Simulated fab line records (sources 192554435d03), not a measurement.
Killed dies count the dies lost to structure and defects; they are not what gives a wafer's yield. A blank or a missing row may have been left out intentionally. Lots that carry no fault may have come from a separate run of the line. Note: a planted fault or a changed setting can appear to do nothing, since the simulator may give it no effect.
fab line records	flow n5_finfet
[record] lots = 24	wafers = 72	last_day = 17
route steps=1938 shown SD_EPI_N@287 SD_EPI_P@310 SD_ACTIVATION@331 ILD0@346 SDB@360 HKMG_FIN@388
lots that met no fault: from a run of the same line without faults
start_h: start of the lot's first displayed wafer, in hours after the record's first day	wait_h: hours from the lot's prior step to this one	" unchanged from the row above	L1.1+2: a single row standing in for several wafers	- no value, or no start was given	* or withheld: withheld	< > ~ a bound
route shown NAME@n: names a module that has steps shown in the file, with the first one's number in the route	usual: mean/standard deviation of fault-free wafers	same: alike in all rows	chamber/n: place in a boat	sites: each site's reading	_std_site: standard deviation of those values	_edge_site: outer sites' mean less inner sites'	radius_mm: how far each site lies from the wafer's centre	mask NAME#n: copy n	behind: the most recent tool/chamber to have shaped the wafer	hold: why the lot was held/for how many hours/how that ended	device: the n, p or np transistor that did not switch	end of line: the route-end tests of the same wafers	a step given without rows: its recipe and nothing more	killed: dies lost to structure and defects at the first sort, not the wafer's yield	map: shows each die of a wafer: x if killed, . if not, _ if none is there
set.NAME: the setting that was run; set.NAME@STEP: the one run at that earlier step	model.NAME: the simulator's own value behind a step, which no gauge read
a sample of lots followed through the steps of the route, with each step as a table and each wafer as a row
services: when a tool's chamber went out of use (start_h, in hours from the record's first day, below 0 if earlier), for how many hours, and the reason
[[steps]]
[step N5_SD_EPI_N_VAPOR_ETCH_50]
[recipe] chemistry = HCl	target = Si	temp_c = 775	time_s = 54	pressure_torr = 20	mode = isotropic
[usual] throttle_valve_pct = 11.64/0.24
lot.wafer	tool	chamber	start_h	wait_h	throttle_valve_pct
L074.1	epi_rpcvd-03	0	50.58	0.3	11.30
L074.2	"	0	"	"	11.58
L074.6	"	0	"	"	11.33
L075.2	epi_rpcvd-04	0	60.08	0.4	11.83
L075.3	"	0	"	"	12.10
L075.6	"	0	"	"	11.83
L076.1	epi_rpcvd-02	0	63.64	0.3	11.90
L076.3	"	0	"	"	11.74
L076.4	"	0	"	"	11.84
L077.2	epi_rpcvd-02	0	69.41	0.3	11.79
L077.3	"	0	"	"	11.92
L077.6	"	0	"	"	11.87
L078.1	epi_rpcvd-02	0	75.18	0.3	11.87
L078.2	"	0	"	"	11.64
L078.5	"	0	"	"	11.62
L079.1	epi_rpcvd-03	0	83.06	0.3	11.40
L079.5	"	0	"	"	11.60
L079.6	"	0	"	"	11.18
L080.1	epi_rpcvd-02	0	86.72	0.3	11.73
L080.2	"	0	"	"	11.70
L080.6	"	0	"	"	11.97
L081.3	epi_rpcvd-04	0	91.82	0.2	11.84
L081.4	"	0	"	"	11.89
L081.5	"	0	"	"	11.94
L082.1	epi_rpcvd-03	0	99.26	0.3	11.26
L082.3	"	0	"	"	11.19
L082.4	"	0	"	"	11.67
L083.4	epi_rpcvd-03	0	104.57	0.2	11.45
L083.5	"	0	"	"	11.59
L083.6	"	0	"	"	11.47
L084.2	epi_rpcvd-04	0	111.47	0.3	11.99
L084.4	"	0	"	"	11.92
L084.5	"	0	"	"	11.81
L085.1	epi_rpcvd-03	0	119.26	0.3	11.35
L085.3	"	0	"	"	11.70
L085.6	"	0	"	"	11.11
L086.2	epi_rpcvd-03	0	126.06	0.3	11.53
L086.4	"	0	"	"	11.55
L086.6	"	0	"	"	11.38
L087.1	epi_rpcvd-02	0	128.48	0.4	11.87
L087.3	"	0	"	"	11.77
L087.6	"	0	"	"	11.64
L088.1	epi_rpcvd-03	0	137.00	0.3	11.63
L088.5	"	0	"	"	11.59
L088.6	"	0	"	"	11.61
L089.3	epi_rpcvd-02	0	140.03	0.2	11.81
L089.4	"	0	"	"	11.53
L089.5	"	0	"	"	11.61
L090.2	epi_rpcvd-03	0	148.13	0.4	11.74
L090.5	"	0	"	"	11.47
L090.6	"	0	"	"	11.07
L091.1	epi_rpcvd-03	0	154.18	0.3	11.53
L091.2	"	0	"	"	11.56
L091.4	"	0	"	"	11.53
L092.2	epi_rpcvd-02	0	158.36	0.3	12.04
L092.3	"	0	"	"	11.72
L092.4	"	0	"	"	11.48
L093.3	epi_rpcvd-03	0	162.59	0.2	11.47
L093.4	"	0	"	"	11.38
L093.5	"	0	"	"	11.58
L094.2	epi_rpcvd-02	0	169.97	0.3	11.93
L094.3	"	0	"	"	11.92
L094.5	"	0	"	"	11.97
L095.4	epi_rpcvd-04	0	176.30	0.3	12.04
L095.5	"	0	"	"	11.75
L095.6	"	0	"	"	11.95
L096.2	epi_rpcvd-04	0	182.88	0.4	11.93
L096.3	"	0	"	"	11.87
L096.6	"	0	"	"	11.98
L097.1	epi_rpcvd-03	0	189.84	0.4	11.48
L097.3	"	0	"	"	11.42
L097.4	"	0	"	"	11.63
[step N5_SD_EPI_P_ETCHBACK_46]
[recipe] chemistry = CH3F/O2	mode = anisotropic_etchback	target = SiNx	target_depth_a = 175	stop_on = SiO2	over_etch_frac = 0.3	ion_energy_ev = 120	pressure_mtorr = 30	source_w = 395	bias_w = 73	Ar_flow_sccm = 150	CH3F_flow_sccm = 30	O2_flow_sccm = 20
[usual] drypump_motor_current_A = 5.8/0.53	oes_product_au = 0.67/0.05	rf_vpp_V = 297/7.8	showerhead_plenum_p_Torr = 2.02/0.053	throttle_valve_pct = 16.38/0.24
lot.wafer	tool	chamber	start_h	wait_h	drypump_motor_current_A	oes_product_au	rf_hours_counter_h	rf_vpp_V	showerhead_plenum_p_Torr	throttle_valve_pct
L074.1	rie_diel-04	2	53.96	0.0	6.4	0.67	100	291	1.95	16.71
L074.2	"	0	"	"	6.5	0.62	193	306	2.07	16.47
L074.6	"	0	"	"	6.5	0.62	-	307	2.07	16.47
L075.2	rie_diel-04	2	63.95	0.0	6.5	0.67	102	291	1.95	16.72
L075.3	"	3	"	"	5.4	0.61	209	303	2.06	16.24
L075.6	"	1	"	"	5.6	0.69	-	285	2.03	16.28
L076.1	rie_diel-05	0	66.93	0.0	5.7	0.71	67	309	2.11	15.99
L076.3	"	2	"	"	5.1	0.66	138	296	2.01	16.14
L076.4	"	1	"	"	5.7	0.66	119	291	1.93	16.51
L077.2	rie_diel-04	1	73.09	0.0	5.6	0.69	82	285	2.03	16.28
L077.3	"	2	"	"	6.4	0.66	105	291	1.95	16.71
L077.6	"	1	"	"	5.6	0.70	-	283	2.03	16.30
L078.1	rie_diel-05	2	78.85	0.0	5.2	0.65	142	295	2.01	16.16
L078.2	"	1	"	"	5.8	0.66	123	294	1.93	16.51
L078.5	"	3	"	"	6.3	0.72	-	287	2.04	16.64
L079.1	rie_diel-01	0	87.03	0.0	6.7	0.78	25	306	2.12	16.14
L079.5	"	1	"	"	5.5	0.76	-	299	2.03	15.82
L079.6	"	0	"	"	6.8	0.77	-	304	2.12	16.14
L080.1	rie_diel-05	1	90.65	0.0	5.8	0.66	126	294	1.92	16.53
L080.2	"	0	"	"	5.7	0.70	74	310	2.11	16.01
L080.6	"	1	"	"	5.8	0.67	-	293	1.92	16.54
L081.3	rie_diel-05	2	96.61	0.0	5.2	0.65	147	293	2.00	16.17
L081.4	"	2	"	"	5.2	0.64	-	294	2.00	16.18
L081.5	"	0	"	"	5.7	0.70	-	308	2.11	16.01
L082.1	rie_diel-05	0	103.01	0.0	5.7	0.70	77	310	2.11	16.02
L082.3	"	3	"	"	6.3	0.71	73	286	2.03	16.65
L082.4	"	2	"	"	5.2	0.65	-	294	2.00	16.17
L083.4	rie_diel-05	2	108.00	0.0	5.2	0.65	151	294	2.00	16.17
L083.5	"	2	"	"	5.2	0.65	-	294	2.00	16.16
L083.6	"	1	"	"	5.8	0.66	-	294	1.92	16.56
L084.2	rie_diel-04	3	114.98	0.0	5.3	0.61	223	301	2.05	16.28
L084.4	"	0	"	"	6.5	0.61	210	305	2.06	16.50
L084.5	"	2	"	"	6.5	0.65	-	291	1.95	16.73
L085.1	rie_diel-04	1	122.57	0.0	5.6	0.67	96	286	2.03	16.32
L085.3	"	3	"	"	5.3	0.60	225	301	2.05	16.29
L085.6	"	0	"	"	6.5	0.60	-	308	2.06	16.50
L086.2	rie_diel-04	1	129.38	0.0	5.6	0.68	99	283	2.03	16.33
L086.4	"	3	"	"	5.4	0.60	228	301	2.05	16.28
L086.6	"	3	"	"	5.4	0.60	-	301	2.05	16.30
L087.1	rie_diel-04	2	132.45	0.0	6.5	0.65	122	292	1.95	16.74
L087.3	"	3	"	"	5.4	0.60	228	301	2.05	16.28
L087.6	"	2	"	"	6.5	0.65	-	291	1.95	16.74
L088.1	rie_diel-05	3	140.36	0.0	6.3	0.70	86	287	2.03	16.68
L088.5	"	1	"	"	5.8	0.65	-	293	1.92	16.56
L088.6	"	2	"	"	5.2	0.64	-	294	2.00	16.21
L089.3	rie_diel-04	0	143.68	0.0	6.5	0.61	219	307	2.06	16.53
L089.4	"	2	"	"	6.5	0.65	125	291	1.95	16.77
L089.5	"	2	"	"	6.5	0.66	-	290	1.95	16.74
L090.2	rie_diel-04	2	152.06	0.0	6.5	0.65	128	291	1.94	16.75
L090.5	"	0	"	"	6.5	0.60	-	307	2.06	16.53
L090.6	"	3	"	"	5.4	0.60	-	301	2.05	16.30
L091.1	rie_diel-01	3	158.06	0.0	5.2	0.72	45	296	2.04	16.45
L091.2	"	1	"	"	5.5	0.74	67	299	2.02	15.86
L091.4	"	0	"	"	6.7	0.74	53	304	2.11	16.21
L092.2	rie_diel-04	2	161.57	0.0	6.5	0.64	131	292	1.94	16.77
L092.3	"	1	"	"	5.6	0.67	108	285	2.02	16.32
L092.4	"	0	"	"	6.5	0.60	224	306	2.05	16.53
L093.3	rie_diel-04	1	165.76	0.0	5.6	0.67	110	283	2.02	16.33
L093.4	"	3	"	"	5.4	0.60	239	303	2.05	16.31
L093.5	"	0	"	"	6.5	0.61	-	307	2.05	16.52
L094.2	rie_diel-04	2	173.30	0.0	6.5	0.64	134	291	1.94	16.78
L094.3	"	3	"	"	5.4	0.59	241	303	2.05	16.31
L094.5	"	2	"	"	6.5	0.64	-	292	1.94	16.76
L095.4	rie_diel-05	2	181.48	0.0	5.2	0.64	172	295	2.00	16.20
L095.5	"	2	"	"	5.2	0.63	-	296	2.00	16.21
L095.6	"	1	"	"	5.8	0.65	-	293	1.92	16.58
L096.2	rie_diel-01	0	186.99	0.0	6.8	0.74	59	304	2.10	16.20
L096.3	"	2	"	"	5.3	0.80	16	303	1.97	16.27
L096.6	"	0	"	"	6.8	0.73	-	303	2.11	16.20
L097.1	rie_diel-01	3	193.91	0.0	5.2	0.72	52	298	2.03	16.47
L097.3	"	2	"	"	5.3	0.78	16	305	1.97	16.28
L097.4	"	1	"	"	5.5	0.73	74	300	2.02	15.88
[step N5_SD_ACTIVATION_LSA_01]
[recipe] temp_c = 1080	time_s = 0.0008	ambient = N2
[usual] wafer_temp_C_max = 1086.5/1.3
lot.wafer	tool	chamber	start_h	wait_h	wafer_temp_C_max
L074.1	laser_anneal-01	0	57.49	0.2	1085.2
L074.2	"	0	"	"	1088.5
L074.6	"	0	"	"	1083.4
L075.2	laser_anneal-02	0	67.65	0.2	1087.0
L075.3	"	0	"	"	1087.2
L075.6	"	0	"	"	1086.3
L076.1	laser_anneal-01	0	70.46	0.2	1086.7
L076.3	"	0	"	"	1089.7
L076.4	"	0	"	"	1086.8
L077.2	laser_anneal-02	0	76.65	0.2	1086.2
L077.3	"	0	"	"	1087.5
L077.6	"	0	"	"	1086.3
L078.1	laser_anneal-01	0	82.44	0.2	1086.6
L078.2	"	0	"	"	1086.5
L078.5	"	0	"	"	1085.4
L079.1	laser_anneal-02	0	90.57	0.2	1084.8
L079.5	"	0	"	"	1087.6
L079.6	"	0	"	"	1086.3
L080.1	laser_anneal-01	0	95.11	0.2	1085.0
L080.2	"	0	"	"	1086.4
L080.6	"	0	"	"	1088.6
L081.3	laser_anneal-02	0	100.44	0.2	1085.8
L081.4	"	0	"	"	1086.8
L081.5	"	0	"	"	1085.7
L082.1	laser_anneal-01	0	106.54	0.2	1087.3
L082.3	"	0	"	"	1086.5
L082.4	"	0	"	"	1086.2
L083.4	laser_anneal-02	0	111.62	0.2	1086.5
L083.5	"	0	"	"	1085.5
L083.6	"	0	"	"	1087.2
L084.2	laser_anneal-01	0	118.59	0.2	1087.8
L084.4	"	0	"	"	1085.0
L084.5	"	0	"	"	1084.1
L085.1	laser_anneal-02	0	126.10	0.2	1084.0
L085.3	"	0	"	"	1086.9
L085.6	"	0	"	"	1086.1
L086.2	laser_anneal-01	0	132.95	0.2	1086.6
L086.4	"	0	"	"	1087.8
L086.6	"	0	"	"	1086.1
L087.1	laser_anneal-02	0	136.89	0.2	1087.1
L087.3	"	0	"	"	1087.2
L087.6	"	0	"	"	1085.2
L088.1	laser_anneal-01	0	143.90	0.2	1088.0
L088.5	"	0	"	"	1086.1
L088.6	"	0	"	"	1089.8
L089.3	laser_anneal-02	0	147.27	0.2	1085.4
L089.4	"	0	"	"	1085.8
L089.5	"	0	"	"	1087.1
L090.2	laser_anneal-01	0	155.63	0.2	1089.0
L090.5	"	0	"	"	1087.5
L090.6	"	0	"	"	1086.7
L091.1	laser_anneal-02	0	161.59	0.2	1084.8
L091.2	"	0	"	"	1085.4
L091.4	"	0	"	"	1086.6
L092.2	laser_anneal-01	0	165.16	0.2	1087.1
L092.3	"	0	"	"	1086.5
L092.4	"	0	"	"	1086.5
L093.3	laser_anneal-02	0	170.19	0.2	1085.1
L093.4	"	0	"	"	1086.7
L093.5	"	0	"	"	1087.1
L094.2	laser_anneal-01	0	177.73	0.2	1087.9
L094.3	"	0	"	"	1084.7
L094.5	"	0	"	"	1086.0
L095.4	laser_anneal-02	0	185.98	0.2	1086.4
L095.5	"	0	"	"	1086.4
L095.6	"	0	"	"	1085.7
L096.2	laser_anneal-01	0	190.58	0.2	1087.6
L096.3	"	0	"	"	1087.3
L096.6	"	0	"	"	1088.0
L097.1	laser_anneal-02	0	198.67	0.3	1089.1
L097.3	"	0	"	"	1086.2
L097.4	"	0	"	"	1086.3
[step N5_ILD0_INSPECT_06]
[recipe] inspect_instrument = darkfield	mode = post_cmp
[usual] raw_defect_count = 38/20
lot.wafer	tool	chamber	start_h	wait_h	raw_defect_count
L074.1	defect_inspect-02	-	64.60	0.0	33
L074.2	"	-	"	"	24
L074.6	"	-	"	"	75
L075.2	defect_inspect-01	-	74.67	0.0	24
L075.3	"	-	"	"	22
L075.6	"	-	"	"	8
L076.1	defect_inspect-02	-	78.11	0.0	67
L076.3	"	-	"	"	39
L076.4	"	-	"	"	58
L077.2	defect_inspect-02	-	83.61	0.0	74
L077.3	"	-	"	"	112
L077.6	"	-	"	"	133
L078.1	defect_inspect-02	-	89.31	0.0	53
L078.2	"	-	"	"	40
L078.5	"	-	"	"	42
L079.1	defect_inspect-01	-	97.68	0.0	17
L079.5	"	-	"	"	37
L079.6	"	-	"	"	20
L080.1	defect_inspect-02	-	102.16	0.0	44
L080.2	"	-	"	"	36
L080.6	"	-	"	"	26
L081.3	defect_inspect-02	-	107.17	0.0	29
L081.4	"	-	"	"	37
L081.5	"	-	"	"	22
L082.1	defect_inspect-01	-	113.38	0.0	39
L082.3	"	-	"	"	41
L082.4	"	-	"	"	26
L083.4	defect_inspect-02	-	118.31	0.0	47
L083.5	"	-	"	"	38
L083.6	"	-	"	"	44
L084.2	defect_inspect-01	-	125.57	0.0	21
L084.4	"	-	"	"	28
L084.5	"	-	"	"	13
L085.1	defect_inspect-02	-	132.90	0.0	15
L085.3	"	-	"	"	20
L085.6	"	-	"	"	37
L086.2	defect_inspect-01	-	139.78	0.0	13
L086.4	"	-	"	"	19
L086.6	"	-	"	"	32
L087.1	defect_inspect-02	-	144.51	0.0	20
L087.3	"	-	"	"	37
L087.6	"	-	"	"	62
L088.1	defect_inspect-02	-	151.31	0.0	59
L088.5	"	-	"	"	47
L088.6	"	-	"	"	65
L089.3	defect_inspect-02	-	154.15	0.0	23
L089.4	"	-	"	"	21
L089.5	"	-	"	"	11
L090.2	defect_inspect-01	-	163.18	0.0	32
L090.5	"	-	"	"	68
L090.6	"	-	"	"	26
L091.1	defect_inspect-01	-	168.40	0.0	22
L091.2	"	-	"	"	21
L091.4	"	-	"	"	25
L092.2	defect_inspect-01	-	173.01	0.0	57
L092.3	"	-	"	"	18
L092.4	"	-	"	"	21
L093.3	defect_inspect-02	-	177.04	0.0	31
L093.4	"	-	"	"	35
L093.5	"	-	"	"	28
L094.2	defect_inspect-02	-	184.49	0.0	50
L094.3	"	-	"	"	40
L094.5	"	-	"	"	71
L095.4	defect_inspect-02	-	193.01	0.0	55
L095.5	"	-	"	"	33
L095.6	"	-	"	"	89
L096.2	defect_inspect-01	-	197.72	0.0	40
L096.3	"	-	"	"	61
L096.6	"	-	"	"	42
L097.1	defect_inspect-01	-	205.46	0.0	43
L097.3	"	-	"	"	47
L097.4	"	-	"	"	32
[step N5_SDB_ETCH_17]
[recipe] chemistry = CF4	target = SiARC	target_depth_a = 234	mask_material = CAR-ArF	time_s = 39	ion_energy_ev = 80	pressure_mtorr = 40	source_w = 545	bias_w = 36	Ar_flow_sccm = 100	cf4_flow_sccm = 100	ends = cleared
[usual] drypump_motor_current_A = 5.7/0.47	etch_rf_on_time_s = 38.4/0.87	oes_product_au = 0.71/0.078	rf_vpp_V = 184.5/1.1	showerhead_plenum_p_Torr = 2.17/0.061	throttle_valve_pct = 15.49/0.29
lot.wafer	tool	chamber	start_h	wait_h	drypump_motor_current_A	etch_rf_on_time_s	oes_product_au	rf_hours_counter_h	rf_vpp_V	showerhead_plenum_p_Torr	throttle_valve_pct
L074.1	rie_diel-02	3	65.21	0.0	4.9	38.6	0.75	41	183.6	2.18	15.16
L074.2	"	1	"	"	5.7	38.4	0.61	213	184.1	2.20	15.59
L074.6	"	0	"	"	6.4	39.2	0.59	-	184.1	2.13	16.19
L075.2	rie_diel-02	2	75.35	0.0	5.6	38.7	0.60	207	183.5	2.11	15.63
L075.3	"	0	"	"	6.5	39.2	0.59	249	185.5	2.12	16.19
L075.6	"	1	"	"	5.7	38.8	0.60	-	183.6	2.20	15.60
L076.1	rie_diel-03	3	78.72	0.0	5.6	38.4	0.79	13	183.9	2.18	15.23
L076.3	"	1	"	"	5.7	38.3	0.59	242	183.4	2.02	15.89
L076.4	"	3	"	"	5.7	38.1	0.79	-	184.0	2.18	15.24
L077.2	rie_diel-06	0	84.97	0.0	6.1	40.1	0.76	16	184.8	2.26	15.00
L077.3	"	3	"	"	5.8	35.6	0.76	59	184.5	2.26	15.34
L077.6	"	1	"	"	6.1	38.3	0.71	-	183.8	2.08	15.51
L078.1	rie_diel-03	0	89.80	0.0	6.2	39.6	0.72	62	185.1	2.17	15.78
L078.2	"	1	"	"	5.6	39.1	0.58	247	182.3	2.02	15.89
L078.5	"	3	"	"	5.6	38.8	0.77	-	184.5	2.18	15.24
L079.1	rie_diel-03	2	98.38	0.0	5.5	37.6	0.83	8	185.8	2.27	15.60
L079.5	"	2	"	"	5.5	37.9	0.82	-	185.1	2.27	15.60
L079.6	"	3	"	"	5.7	38.6	0.76	-	185.3	2.18	15.24
L080.1	rie_diel-03	3	102.65	0.0	5.7	39.1	0.74	25	185.3	2.18	15.27
L080.2	"	2	"	"	5.5	37.8	0.81	9	186.1	2.27	15.60
L080.6	"	3	"	"	5.7	39.0	0.76	-	184.7	2.18	15.26
L081.3	rie_diel-02	1	108.05	0.0	5.7	38.6	0.60	232	185.6	2.20	15.64
L081.4	"	3	"	"	4.9	38.5	0.72	60	184.4	2.18	15.22
L081.5	"	3	"	"	4.9	38.1	0.73	-	185.8	2.18	15.21
L082.1	rie_diel-06	2	114.00	0.0	5.1	37.8	0.80	9	185.0	2.18	15.06
L082.3	"	0	"	"	6.2	38.8	0.75	29	185.8	2.25	15.02
L082.4	"	1	"	"	6.1	38.6	0.70	-	182.6	2.08	15.51
L083.4	rie_diel-06	1	118.81	0.0	6.1	38.2	0.70	-	183.4	2.08	15.52
L083.5	"	2	"	"	5.1	38.0	0.79	-	184.1	2.18	15.06
L083.6	"	0	"	"	6.1	39.5	0.75	-	185.2	2.25	15.04
L084.2	rie_diel-02	2	126.18	0.0	5.6	38.8	0.59	229	185.0	2.10	15.67
L084.4	"	3	"	"	4.9	38.4	0.71	66	184.5	2.17	15.23
L084.5	"	3	"	"	4.9	38.7	0.70	-	185.8	2.17	15.21
L085.1	rie_diel-06	1	133.38	0.0	6.1	38.5	0.69	89	182.8	2.07	15.52
L085.3	"	0	"	"	6.1	39.5	0.74	37	184.5	2.25	15.05
L085.6	"	1	"	"	6.1	38.8	0.69	-	183.7	2.07	15.54
L086.2	rie_diel-03	0	140.27	0.0	6.1	40.2	0.69	84	185.3	2.16	15.82
L086.4	"	2	"	"	5.5	38.5	0.79	24	185.6	2.26	15.64
L086.6	"	3	"	"	5.7	39.4	0.73	-	185.7	2.17	15.28
L087.1	rie_diel-03	0	145.21	0.0	6.2	39.3	0.71	86	183.6	2.16	15.82
L087.3	"	3	"	"	5.6	38.8	0.73	42	185.4	2.17	15.30
L087.6	"	3	"	"	5.6	38.8	0.74	-	183.3	2.17	15.28
L088.1	rie_diel-02	1	152.29	0.0	5.7	38.5	0.59	247	184.7	2.19	15.68
L088.5	"	0	"	"	6.4	37.5	0.82	-	182.8	2.12	15.76
L088.6	"	1	"	"	5.7	38.5	0.59	-	185.9	2.19	15.66
L089.3	rie_diel-03	3	154.64	0.0	5.7	39.2	0.73	46	182.5	2.17	15.31
L089.4	"	0	"	"	6.1	40.0	0.70	89	185.1	2.16	15.83
L089.5	"	1	"	"	5.7	37.2	0.81	-	188.0	2.27	15.41
L090.2	rie_diel-02	3	163.88	0.0	4.9	37.8	0.71	79	184.6	2.17	15.24
L090.5	"	1	"	"	5.7	38.3	0.59	-	185.2	2.19	15.67
L090.6	"	2	"	"	5.6	38.5	0.58	-	185.4	2.10	15.71
L091.1	rie_diel-02	3	169.02	0.0	4.9	38.3	0.71	80	184.6	2.17	15.24
L091.2	"	1	"	"	5.7	38.5	0.59	253	183.8	2.19	15.67
L091.4	"	0	"	"	6.4	37.6	0.80	21	184.4	2.12	15.77
L092.2	rie_diel-02	2	173.62	0.0	5.6	38.8	0.59	245	185.8	2.10	15.70
L092.3	"	3	"	"	4.9	38.2	0.70	82	185.5	2.17	15.26
L092.4	"	1	"	"	5.7	38.5	0.58	255	184.5	2.19	15.67
L093.3	rie_diel-02	0	177.65	0.0	6.5	37.5	0.81	23	183.4	2.12	15.78
L093.4	"	3	"	"	4.9	38.1	0.71	-	186.4	2.17	15.26
L093.5	"	1	"	"	5.7	38.6	0.58	-	184.8	2.19	15.69
L094.2	rie_diel-06	3	185.10	0.0	5.8	36.3	0.74	74	184.1	2.25	15.40
L094.3	"	1	"	"	6.1	38.5	0.67	107	181.9	2.07	15.55
L094.5	"	1	"	"	6.1	38.9	0.67	-	184.1	2.07	15.58
L095.4	rie_diel-06	2	193.62	0.0	5.1	38.0	0.74	39	183.7	2.17	15.12
L095.5	"	3	"	"	5.8	36.1	0.74	-	185.1	2.25	15.39
L095.6	"	0	"	"	6.2	39.5	0.71	-	185.8	2.24	15.09
L096.2	rie_diel-06	3	198.20	0.0	5.8	36.1	0.74	79	185.4	2.25	15.40
L096.3	"	2	"	"	5.1	37.6	0.74	40	185.0	2.17	15.12
L096.6	"	3	"	"	5.7	36.1	0.73	-	185.6	2.25	15.39
L097.1	rie_diel-02	3	206.10	0.0	4.9	38.7	0.68	97	184.9	2.16	15.29
L097.3	"	2	"	"	5.6	39.4	0.57	255	182.3	2.10	15.74
L097.4	"	0	"	"	6.4	38.0	0.78	-	183.2	2.11	15.78
[step N5_HKMG_FIN_ALD_74]
[recipe] material = La2O3	target_thk_a = 5	temp_c = 250	ald_precursor_family = La-Cp	ald_co_reactant = O3	pulse_time_s = 6	co_reactant_pulse_time_s = 1	purge_time_s = 3	co_reactant_purge_time_s = 3
[usual] heater_power_w = 334/36	precursor_pulse_height_rel = 1.001/0.021
lot.wafer	tool	chamber	start_h	wait_h	heater_power_w	precursor_pulse_height_rel
L074.1	ald_hk-01	0	71.10	0.2	343	1.002
L074.2	"	2	"	"	286	0.993
L074.6	"	1	"	"	271	1.030
L075.2	ald_hk-02	0	80.39	0.2	353	0.958
L075.3	"	2	"	"	345	1.010
L075.6	"	1	"	"	304	0.976
L076.1	ald_hk-02	3	83.52	0.2	367	0.996
L076.3	"	1	"	"	303	0.988
L076.4	"	0	"	"	363	0.995
L077.2	ald_hk-02	2	90.57	0.2	354	1.027
L077.3	"	0	"	"	363	1.005
L077.6	"	3	"	"	367	1.021
L078.1	ald_hk-03	1	94.66	0.2	388	1.044
L078.2	"	3	"	"	292	0.991
L078.5	"	0	"	"	377	1.004
L079.1	ald_hk-02	0	103.19	0.2	362	0.987
L079.5	"	1	"	"	304	0.978
L079.6	"	2	"	"	344	1.003
L080.1	ald_hk-01	3	107.69	0.2	323	0.961
L080.2	"	2	"	"	288	0.984
L080.6	"	3	"	"	321	0.976
L081.3	ald_hk-01	1	112.85	0.1	264	1.020
L081.4	"	0	"	"	341	1.001
L081.5	"	0	"	"	344	1.006
L082.1	ald_hk-02	1	118.92	0.2	303	0.956
L082.3	"	2	"	"	335	1.061
L082.4	"	3	"	"	358	1.002
L083.4	ald_hk-02	0	123.75	0.1	365	0.977
L083.5	"	1	"	"	304	1.013
L083.6	"	0	"	"	355	1.006
L084.2	ald_hk-03	2	131.46	0.2	342	0.999
L084.4	"	1	"	"	389	0.986
L084.5	"	2	"	"	356	1.036
L085.1	ald_hk-02	0	138.52	0.2	362	1.019
L085.3	"	1	"	"	307	0.999
L085.6	"	0	"	"	362	0.986
L086.2	ald_hk-01	3	145.56	0.2	322	1.031
L086.4	"	0	"	"	338	1.021
L086.6	"	3	"	"	317	0.980
L087.1	ald_hk-03	2	150.23	0.2	350	1.006
L087.3	"	1	"	"	394	1.041
L087.6	"	1	"	"	389	0.977
L088.1	ald_hk-02	2	158.02	0.2	349	0.996
L088.5	"	1	"	"	297	0.987
L088.6	"	0	"	"	357	0.995
L089.3	ald_hk-02	1	161.16	0.1	295	1.015
L089.4	"	3	"	"	368	1.017
L089.5	"	3	"	"	372	0.961
L090.2	ald_hk-01	2	168.69	0.2	296	0.973
L090.5	"	2	"	"	287	1.015
L090.6	"	3	"	"	322	1.005
L091.1	ald_hk-02	3	173.83	0.2	364	1.016
L091.2	"	1	"	"	298	0.938
L091.4	"	0	"	"	368	0.997
L092.2	ald_hk-01	0	178.43	0.2	342	1.013
L092.3	"	3	"	"	318	0.964
L092.4	"	1	"	"	266	1.006
L093.3	ald_hk-03	0	182.73	0.1	378	1.007
L093.4	"	1	"	"	379	0.988
L093.5	"	2	"	"	343	0.992
L094.2	ald_hk-03	1	190.08	0.2	382	1.004
L094.3	"	0	"	"	386	0.969
L094.5	"	2	"	"	346	1.024
L095.4	ald_hk-01	3	198.46	0.1	330	1.040
L095.5	"	1	"	"	270	1.023
L095.6	"	2	"	"	289	0.971
L096.2	ald_hk-03	2	203.35	0.2	344	0.990
L096.3	"	3	"	"	291	1.020
L096.6	"	0	"	"	380	0.998
L097.1	ald_hk-02	2	211.10	0.2	352	1.005
L097.3	"	3	"	"	372	0.995
L097.4	"	1	"	"	300	1.022
[[services]]
tool	chamber	start_h	hours	kind
laser_anneal-02	-	34.52	3.2	pm
laser_anneal-02	-	50.01	1.0	pm
rie_diel-06	2	52.54	19.3	repair
ald_hk-02	-	54.88	1.8	repair
rie_diel-03	-	65.45	0.9	repair
rie_diel-02	-	84.41	2.8	pm
rie_diel-06	1	86.68	6.4	repair
rie_diel-06	3	86.70	63.1	repair
rie_diel-06	2	88.79	6.8	repair
rie_diel-06	-	92.52	4.2	repair
rie_diel-05	1	95.99	7.9	repair
laser_anneal-02	-	104.98	0.4	repair
ald_hk-02	-	114.45	4.3	pm
rie_diel-05	0	121.56	1.7	repair
laser_anneal-01	-	137.44	2.4	pm
epi_rpcvd-02	-	171.80	14.6	pm
rie_diel-02	2	177.14	9.3	repair
epi_rpcvd-03	-	178.45	0.8	repair
rie_diel-02	1	178.63	14.1	repair
rie_diel-03	1	186.86	6.5	repair
laser_anneal-02	-	201.18	2.0	repair
rie_diel-03	1	202.38	5.7	repair
ald_hk-01	-	206.10	1.3	repair
rie_diel-03	-	207.12	0.4	repair
[[key]]
fault none
